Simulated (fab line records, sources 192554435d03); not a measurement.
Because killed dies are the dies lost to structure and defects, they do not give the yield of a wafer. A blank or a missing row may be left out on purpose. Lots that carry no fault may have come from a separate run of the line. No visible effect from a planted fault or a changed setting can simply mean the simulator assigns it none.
Split-lot trial || flow n5Finfet || route with 1938 steps; 7 lots, 39 wafers read

ABOUT THE SPLIT
At N5_DUMMY_GATE_EXPOSE_12 (exposes mask GATE, target cd 25 nm), the setting doseMj was moved away from the recipe's 34 on 12 of the 39 wafers read, by -5.1% to +3.7%. For the rest of the wafers, this setting stayed at what the recipe calls for.

FROM THE SPLIT TO THE READING: what the file shows between them, 2 steps
- N5_DUMMY_GATE_PEB_13: peb time 60 s
- N5_DUMMY_GATE_DEVELOP_14: develop time 30 s

THE READING
At N5_DUMMY_GATE_CD_MEAS_15: cdNm in nanometres, against a target cd of 25.8 nm. Typical for fault-free wafers on this fab line: 24.94 nm, with standard deviation 0.22 nm.

{"wafer": "L079.1", "tool, chamber at the split": "euvScanner-02, 0", "doseMj as run": 34, "against the recipe": "recipe", "cdNm, nm": 24.85, "against lot-mates on the recipe": "-"}
{"wafer": "L079.2", "tool, chamber at the split": "euvScanner-02, 0", "doseMj as run": 34, "against the recipe": "recipe", "cdNm, nm": 24.84, "against lot-mates on the recipe": "-"}
{"wafer": "L079.3", "tool, chamber at the split": "euvScanner-02, 0", "doseMj as run": 32.25, "against the recipe": "-5.1%", "cdNm, nm": 25.87, "against lot-mates on the recipe": "+0.92"}
{"wafer": "L079.4", "tool, chamber at the split": "euvScanner-02, 0", "doseMj as run": 32.25, "against the recipe": "-5.1%", "cdNm, nm": 26.09, "against lot-mates on the recipe": "+1.14"}
{"wafer": "L079.5", "tool, chamber at the split": "euvScanner-02, 0", "doseMj as run": 32.25, "against the recipe": "-5.1%", "cdNm, nm": 26.15, "against lot-mates on the recipe": "+1.20"}
{"wafer": "L079.6", "tool, chamber at the split": "euvScanner-02, 0", "doseMj as run": 34, "against the recipe": "recipe", "cdNm, nm": 25.15, "against lot-mates on the recipe": "-"}
{"wafer": "L080.1", "tool, chamber at the split": "euvScanner-01, 0", "doseMj as run": 35.01, "against the recipe": "+3.0%", "cdNm, nm": 24.32, "against lot-mates on the recipe": -0.40}
{"wafer": "L080.2", "tool, chamber at the split": "euvScanner-01, 0", "doseMj as run": 34, "against the recipe": "recipe", "cdNm, nm": 24.96, "against lot-mates on the recipe": "-"}
{"wafer": "L080.3", "tool, chamber at the split": "euvScanner-01, 0", "doseMj as run": 34, "against the recipe": "recipe", "cdNm, nm": 24.61, "against lot-mates on the recipe": "-"}
{"wafer": "L080.4", "tool, chamber at the split": "euvScanner-01, 0", "doseMj as run": 35.01, "against the recipe": "+3.0%", "cdNm, nm": 24.35, "against lot-mates on the recipe": -0.37}
{"wafer": "L080.5", "tool, chamber at the split": "euvScanner-01, 0", "doseMj as run": 34, "against the recipe": "recipe", "cdNm, nm": 24.58, "against lot-mates on the recipe": "-"}
{"wafer": "L080.6", "tool, chamber at the split": "euvScanner-01, 0", "doseMj as run": 35.01, "against the recipe": "+3.0%", "cdNm, nm": 24.17, "against lot-mates on the recipe": -0.55}
{"wafer": "L086.1", "tool, chamber at the split": "euvScanner-02, 0", "doseMj as run": 34, "against the recipe": "recipe", "cdNm, nm": 25.08, "against lot-mates on the recipe": "-"}
{"wafer": "L086.2", "tool, chamber at the split": "euvScanner-02, 0", "doseMj as run": 34, "against the recipe": "recipe", "cdNm, nm": 24.76, "against lot-mates on the recipe": "-"}
{"wafer": "L086.3", "tool, chamber at the split": "euvScanner-02, 0", "doseMj as run": 34, "against the recipe": "recipe", "cdNm, nm": 25.18, "against lot-mates on the recipe": "-"}
{"wafer": "L086.4", "tool, chamber at the split": "euvScanner-02, 0", "doseMj as run": 34, "against the recipe": "recipe", "cdNm, nm": 25.15, "against lot-mates on the recipe": "-"}
{"wafer": "L086.5", "tool, chamber at the split": "euvScanner-02, 0", "doseMj as run": 34, "against the recipe": "recipe", "cdNm, nm": 24.89, "against lot-mates on the recipe": "-"}
{"wafer": "L086.6", "tool, chamber at the split": "euvScanner-02, 0", "doseMj as run": 34, "against the recipe": "recipe", "cdNm, nm": 24.69, "against lot-mates on the recipe": "-"}
{"wafer": "L088.1", "tool, chamber at the split": "euvScanner-02, 0", "doseMj as run": 34, "against the recipe": "recipe", "cdNm, nm": 25.01, "against lot-mates on the recipe": "-"}
{"wafer": "L088.5", "tool, chamber at the split": "euvScanner-02, 0", "doseMj as run": 34, "against the recipe": "recipe", "cdNm, nm": 24.80, "against lot-mates on the recipe": "-"}
{"wafer": "L088.6", "tool, chamber at the split": "euvScanner-02, 0", "doseMj as run": 34, "against the recipe": "recipe", "cdNm, nm": 24.86, "against lot-mates on the recipe": "-"}
{"wafer": "L090.1", "tool, chamber at the split": "euvScanner-01, 0", "doseMj as run": 34.9, "against the recipe": "+2.6%", "cdNm, nm": 24.55, "against lot-mates on the recipe": -0.32}
{"wafer": "L090.2", "tool, chamber at the split": "euvScanner-01, 0", "doseMj as run": 34, "against the recipe": "recipe", "cdNm, nm": 24.88, "against lot-mates on the recipe": "-"}
{"wafer": "L090.3", "tool, chamber at the split": "euvScanner-01, 0", "doseMj as run": 34, "against the recipe": "recipe", "cdNm, nm": 25.04, "against lot-mates on the recipe": "-"}
{"wafer": "L090.4", "tool, chamber at the split": "euvScanner-01, 0", "doseMj as run": 34, "against the recipe": "recipe", "cdNm, nm": 24.68, "against lot-mates on the recipe": "-"}
{"wafer": "L090.5", "tool, chamber at the split": "euvScanner-01, 0", "doseMj as run": 34.9, "against the recipe": "+2.6%", "cdNm, nm": 24.24, "against lot-mates on the recipe": -0.63}
{"wafer": "L090.6", "tool, chamber at the split": "euvScanner-01, 0", "doseMj as run": 34.9, "against the recipe": "+2.6%", "cdNm, nm": 24.43, "against lot-mates on the recipe": -0.44}
{"wafer": "L093.1", "tool, chamber at the split": "euvScanner-02, 0", "doseMj as run": 34, "against the recipe": "recipe", "cdNm, nm": 24.91, "against lot-mates on the recipe": "-"}
{"wafer": "L093.2", "tool, chamber at the split": "euvScanner-02, 0", "doseMj as run": 34, "against the recipe": "recipe", "cdNm, nm": 24.95, "against lot-mates on the recipe": "-"}
{"wafer": "L093.3", "tool, chamber at the split": "euvScanner-02, 0", "doseMj as run": 34, "against the recipe": "recipe", "cdNm, nm": 24.81, "against lot-mates on the recipe": "-"}
{"wafer": "L093.4", "tool, chamber at the split": "euvScanner-02, 0", "doseMj as run": 34, "against the recipe": "recipe", "cdNm, nm": 24.94, "against lot-mates on the recipe": "-"}
{"wafer": "L093.5", "tool, chamber at the split": "euvScanner-02, 0", "doseMj as run": 34, "against the recipe": "recipe", "cdNm, nm": 24.90, "against lot-mates on the recipe": "-"}
{"wafer": "L093.6", "tool, chamber at the split": "euvScanner-02, 0", "doseMj as run": 34, "against the recipe": "recipe", "cdNm, nm": 24.82, "against lot-mates on the recipe": "-"}
{"wafer": "L096.1", "tool, chamber at the split": "euvScanner-02, 0", "doseMj as run": 35.27, "against the recipe": "+3.7%", "cdNm, nm": 23.90, "against lot-mates on the recipe": -1.20}
{"wafer": "L096.2", "tool, chamber at the split": "euvScanner-02, 0", "doseMj as run": 34, "against the recipe": "recipe", "cdNm, nm": 25.17, "against lot-mates on the recipe": "-"}
{"wafer": "L096.3", "tool, chamber at the split": "euvScanner-02, 0", "doseMj as run": 35.27, "against the recipe": "+3.7%", "cdNm, nm": 24.23, "against lot-mates on the recipe": -0.87}
{"wafer": "L096.4", "tool, chamber at the split": "euvScanner-02, 0", "doseMj as run": 34, "against the recipe": "recipe", "cdNm, nm": 25.00, "against lot-mates on the recipe": "-"}
{"wafer": "L096.5", "tool, chamber at the split": "euvScanner-02, 0", "doseMj as run": 34, "against the recipe": "recipe", "cdNm, nm": 25.14, "against lot-mates on the recipe": "-"}
{"wafer": "L096.6", "tool, chamber at the split": "euvScanner-02, 0", "doseMj as run": 35.27, "against the recipe": "+3.7%", "cdNm, nm": 24.53, "against lot-mates on the recipe": -0.57}

FIT RESULTS
A straight line over all 39 wafers: cdNm changes by -0.207 nm for each +1% of doseMj; r = -0.93; the points scatter about the line by 0.17 nm.
The same after taking each lot's own level away (the mean of its wafers on the recipe; 39 wafers): -0.204 nm for each +1%; r = -0.94; scatter 0.16 nm.
The reading moves by 1 nm for the largest change in doseMj, on that fit.
The lots' own levels span 24.717 to 25.103 nm, that is 1.8 times the standard deviation above.
So the lot-to-lot level changes the slope little: the two slopes agree.
Check: for one of the wafers moved furthest among these (-5.1%), held out of the fit, the line's prediction against its lot-mates is +1.1 nm. It came out at +0.923 nm against them.

FILE'S OWN FIT
cdNm changes by -0.203 nm for each +1% of doseMj, r = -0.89.
